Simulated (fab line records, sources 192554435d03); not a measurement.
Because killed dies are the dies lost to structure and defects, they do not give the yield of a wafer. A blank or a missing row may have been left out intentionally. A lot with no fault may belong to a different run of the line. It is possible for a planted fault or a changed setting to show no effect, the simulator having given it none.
Chamber matching	flow n5_finfet	N5_BEOL_M10_CURE_71 on uv_cure-02: 3 sister chambers
The step cures SiCOH lowk, time 240 s. 3 wafers are shown with their chamber, then 7 later ones without.

== WAFERS, EACH WITH ITS CHAMBER ==
wafer	chamber	wafer_temp_C_max
L083.6	2	387.6
L086.3	1	387.1
L088.3	0	386.4

== WAFERS WITHOUT THEIR CHAMBER ==
wafer	wafer_temp_C_max
L088.4	386.7
L090.1	387.8
L090.2	387.2
L090.4	387.2
L092.2	387.1
L092.3	386.5
L092.5	386.6

== WHICH CHAMBER EACH WENT THROUGH ==
wafer	from the rows above	in truth
L088.4	can't be placed: 0 or 1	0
L090.1	2	2
L090.2	can't be placed: 1 or 2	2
L090.4	can't be placed: 1 or 2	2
L092.2	1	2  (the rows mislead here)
L092.3	0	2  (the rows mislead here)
L092.5	can't be placed: 0 or 1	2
Correct placement for 1 of the 7. Can't be placed from these rows: 4 (the true chamber is among the candidates in 3). Placed wrongly: 2.
How it was worked out, from the rows above alone: a wafer's distance from a chamber is the root of the sum, over the readings, of the square of ((its reading less the chamber's mean) divided by the reading's scatter). The wafer belongs to the nearest chamber; if the next one is less than 2 further off, it can't be placed. A chamber's mean is the mean of its shown wafers. The scatter: with one shown wafer a chamber, the root of the mean of the squares of how far each hidden wafer lies from its nearest shown one.
